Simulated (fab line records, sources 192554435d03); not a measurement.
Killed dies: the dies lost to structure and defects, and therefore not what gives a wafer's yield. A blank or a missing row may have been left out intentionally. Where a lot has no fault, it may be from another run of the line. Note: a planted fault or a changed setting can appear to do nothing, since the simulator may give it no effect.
Matching of chambers    flow n5 finfet    N5_BEOL_M10_STRIP_67 on rie diel-02: 4 sister chambers
The step strips in CF4. 8 wafers are shown with their chamber, then 8 later ones without.

WAFERS WITH THEIR CHAMBER
wafer   chamber  showerhead plenum p Torr (Torr)  drypump motor current A (A)
L079.3  2        1.74                             5.1
L078.2  1        1.74                             5.1
L082.3  2        1.74                             5.1
L082.5  1        1.74                             5.0
L087.3  3        1.86                             5.4
L087.4  0        1.79                             5.4
L087.5  0        1.79                             5.4
L084.2  3        1.85                             5.4

WAFERS MISSING THEIR CHAMBER
wafer   showerhead plenum p Torr (Torr)  drypump motor current A (A)
L084.4  1.79                             5.4
L084.6  1.74                             5.0
L092.1  1.74                             5.1
L092.2  1.79                             5.4
L092.3  1.74                             5.1
L097.2  1.73                             5.1
L097.4  1.85                             5.4
L097.5  1.73                             5.1

CHAMBER TAKEN BY EACH
wafer   from the rows above      in truth
L084.4  0                        0
L084.6  can't be placed: 1 or 2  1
L092.1  can't be placed: 2 or 1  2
L092.2  0                        0
L092.3  can't be placed: 2 or 1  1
L097.2  can't be placed: 2 or 1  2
L097.4  3                        3
L097.5  can't be placed: 2 or 1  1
Correctly placed: 3 of 8. Can't be placed from these rows: 5 (the true chamber is among the candidates in 5). Wrongly placed: 0.
How it was worked out, from the rows above alone: a wafer's distance from a chamber is the root of the sum, over the readings, of the square of ((its reading less the chamber's mean) divided by the reading's scatter). The wafer belongs to the nearest chamber; if the next one is less than 2 further off, it can't be placed. For every chamber, the mean is computed from those of its wafers that are shown. The scatter: the root of (the sum of the squares of (reading less its chamber's mean) over the shown wafers, divided by (wafers less chambers)).
